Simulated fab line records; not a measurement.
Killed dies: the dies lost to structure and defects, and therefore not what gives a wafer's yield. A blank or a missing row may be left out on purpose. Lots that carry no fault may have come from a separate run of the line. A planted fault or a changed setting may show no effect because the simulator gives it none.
Split-lot trial -- flow n5-finfet -- 21 wafers read from 7 lots, route of 1938 steps

== THE SPLIT ITSELF ==
At N5_SDB_COAT_05 (resist thk 90 nm), the setting spin-rpm was moved away from the recipe's 1500 rpm on 2 of the 21 wafers read, by -9.4% to +9.8%. All remaining wafers had this setting at the recipe value.

== FROM THE SPLIT TO THE READING: what the file shows between them, 4 steps ==
- N5_SDB_EBR_07
- N5_SDB_SOFTBAKE_06: time 60 s
- N5_SDB_EXPOSE_08: exposes mask SDB
- N5_SDB_PEB_09: peb time 60 s

== THE READING ==
CAR-ArF_of_SDB_COAT_05.thk-nm (the simulator's own value, which no gauge read), in nm, at N5_SDB_DEVELOP_10 (develop time 30 s). No usual value for it is given in the file. Across the 19 wafers here that went through the recipe, the average is 88.2 nm and the standard deviation 0.24 nm.

wafer,"tool, chamber at the split","spin-rpm as run, rpm",against the recipe,"CAR-ArF_of_SDB_COAT_05.thk-nm, nm",against lot-mates on the recipe
L078.1,"litho-track-04, 0",1500,recipe,88.8,-
L078.2,"litho-track-04, 0",1500,recipe,88.6,-
L078.3,"litho-track-04, 0",1359,-9.4%,93,+4.3
L081.1,"litho-track-02, 0",1647,+9.8%,84.4,-4.1
L081.3,"litho-track-02, 0",1500,recipe,88.6,-
L081.6,"litho-track-02, 0",1500,recipe,88.4,-
L089.3,"litho-track-04, 0",1500,recipe,88,-
L089.5,"litho-track-04, 0",1500,recipe,88.2,-
L089.6,"litho-track-04, 0",1500,recipe,88.2,-
L090.1,"litho-track-05, 0",1500,recipe,88,-
L090.5,"litho-track-05, 0",1500,recipe,88,-
L090.6,"litho-track-05, 0",1500,recipe,88,-
L094.1,"litho-track-02, 0",1500,recipe,88,-
L094.2,"litho-track-02, 0",1500,recipe,88,-
L094.5,"litho-track-02, 0",1500,recipe,88.2,-
L096.1,"litho-track-02, 0",1500,recipe,88.4,-
L096.2,"litho-track-02, 0",1500,recipe,88.4,-
L096.4,"litho-track-02, 0",1500,recipe,88.4,-
L097.1,"litho-track-02, 0",1500,recipe,88.2,-
L097.3,"litho-track-02, 0",1500,recipe,88.2,-
L097.2,"litho-track-02, 0",1500,recipe,88,-

FIT RESULTS
A straight line over all 21 wafers: CAR-ArF_of_SDB_COAT_05.thk-nm changes by -0.447 nm for each +1% of spin-rpm; r = -0.98; the points scatter about the line by 0.29 nm.
The same after taking each lot's own level away (the mean of its wafers on the recipe; 21 wafers): -0.437 nm for each +1%; r = -1.00; scatter 0.098 nm.
Per that fit: largest spin-rpm move, reading shift of 4.3 nm.
The span of the lots' own levels, 88.00 to 88.70 nm, comes to 2.9 times the standard deviation stated above.
Hence the lot-to-lot level has little effect on the slope; both slopes agree.
Check: for one of the wafers moved furthest among these (+9.8%), held out of the fit, the line's prediction against its lot-mates is -4.48 nm. Against them it came out at -4.1 nm.

== THE WHOLE CHAIN: every reading that the file lists as answering this split, in the file's order ==
step,what it does,reading,change (the file's fit),r (the file's)
N5_SDB_COAT_05,resist thk 90 nm,"CAR-ArF_of_SDB_COAT_05.thk-nm (the simulator's own value, which no gauge read)",-0.432 nm for each +1% of the setting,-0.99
N5_SDB_DEVELOP_10,develop time 30 s,"CAR-ArF_of_SDB_COAT_05.thk-nm (the simulator's own value, which no gauge read)",-0.437 nm for each +1% of the setting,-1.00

== THE FILE'S OWN FIT ==
CAR-ArF_of_SDB_COAT_05.thk-nm changes by -0.437 nm for each +1% of spin-rpm, r = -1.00.
